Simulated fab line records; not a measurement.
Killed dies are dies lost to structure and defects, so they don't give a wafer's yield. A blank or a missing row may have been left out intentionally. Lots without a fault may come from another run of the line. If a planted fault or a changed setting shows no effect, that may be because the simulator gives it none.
Chamber matching ; flow n5_finfet ; 4 sister chambers for N5_BEOL_M3_CMP_52 on cmp-03
The step polishes, stops on SiOC, t overpolish 6.8 s, target thk 40 nm. 8 wafers are shown with their chamber, then 8 later ones without.

## WAFERS, EACH WITH ITS CHAMBER
wafer;chamber;motor_current_A (A);time_to_endpoint_s (s)
L083.1;1;6.8;58
L084.1;2;6.2;63
L084.3;0;5.2;61
L084.6;1;6.8;57
L085.2;3;6.2;62
L085.3;2;6.1;61
L085.6;3;6.3;62
L088.1;0;5.2;59

## WAFERS WITHOUT THEIR CHAMBER
wafer;motor_current_A (A);time_to_endpoint_s (s)
L088.2;6.4;56
L088.5;6.1;57
L095.1;5.5;64
L095.3;6.0;67
L095.4;6.3;68
L097.1;6.5;60
L097.4;6.2;65
L097.5;5.3;64

## THE CHAMBER EACH PASSED THROUGH
wafer;from the rows above;in truth
L088.2;can't be placed: 3 or 2 or 1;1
L088.5;can't be placed: 2 or 3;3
L095.1;0;0
L095.3;can't be placed: 2 or 3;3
L095.4;can't be placed: 3 or 2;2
L097.1;can't be placed: 3 or 1 or 2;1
L097.4;can't be placed: 2 or 3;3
L097.5;0;0
Correctly placed: 2 of 8. Not placeable from these rows: 6 (in 6, the candidates include the true chamber). Number placed wrongly: 0.
How it was worked out, from the rows above alone: a wafer's distance from a chamber is the root of the sum, over the readings, of the square of ((its reading less the chamber's mean) divided by the reading's scatter). The wafer belongs to the nearest chamber; if the next one is less than 2 further off, it can't be placed. The mean given for a chamber averages the wafers shown for that chamber. The scatter is the square root of a quotient: the sum, over the shown wafers, of each reading's squared deviation from its chamber's mean, divided by wafers minus chambers.
